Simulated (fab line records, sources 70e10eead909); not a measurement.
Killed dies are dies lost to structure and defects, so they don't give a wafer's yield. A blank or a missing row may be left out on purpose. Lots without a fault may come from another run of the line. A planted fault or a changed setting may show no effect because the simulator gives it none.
Chamber matching | flow nand_harc | NHARC_A_STAIRCASE_DESCUM_11 on rie_diel-13: 4 sister chambers
The step chemistry O2, time 3 s. 4 wafers are shown with their chamber, then 9 later ones without.

WAFERS WITH THEIR CHAMBER
wafer  | chamber | showerhead_plenum_p_Torr (Torr)
L077.6 | 2       | 1.87
L079.2 | 1       | 1.78
L083.3 | 0       | 1.84
L083.6 | 3       | 1.78

WAFERS WITHOUT THEIR CHAMBER
wafer  | showerhead_plenum_p_Torr (Torr)
L085.2 | 1.77
L085.4 | 1.84
L085.6 | 1.77
L086.1 | 1.86
L086.4 | 1.77
L086.6 | 1.77
L092.2 | 1.77
L092.3 | 1.84
L092.4 | 1.77

WHICH CHAMBER EACH WENT THROUGH
wafer  | from the rows above     | in truth
L085.2 | can't be placed: 1 or 3 | 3
L085.4 | 0                       | 0
L085.6 | can't be placed: 1 or 3 | 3
L086.1 | can't be placed: 2 or 0 | 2
L086.4 | can't be placed: 1 or 3 | 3
L086.6 | can't be placed: 1 or 3 | 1
L092.2 | can't be placed: 1 or 3 | 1
L092.3 | 0                       | 0
L092.4 | can't be placed: 1 or 3 | 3
Placed correctly: 2 of 9. Can't be placed from these rows: 7 (the true chamber is among the candidates in 7). Placed wrongly: 0.
How it was worked out, from the rows above alone: a wafer's distance from a chamber is the root of the sum, over the readings, of the square of ((its reading less the chamber's mean) divided by the reading's scatter). The wafer belongs to the nearest chamber; if the next one is less than 2 further off, it can't be placed. A chamber's mean is the mean of its shown wafers. The scatter: with one shown wafer a chamber, the root of the mean of the squares of how far each hidden wafer lies from its nearest shown one.
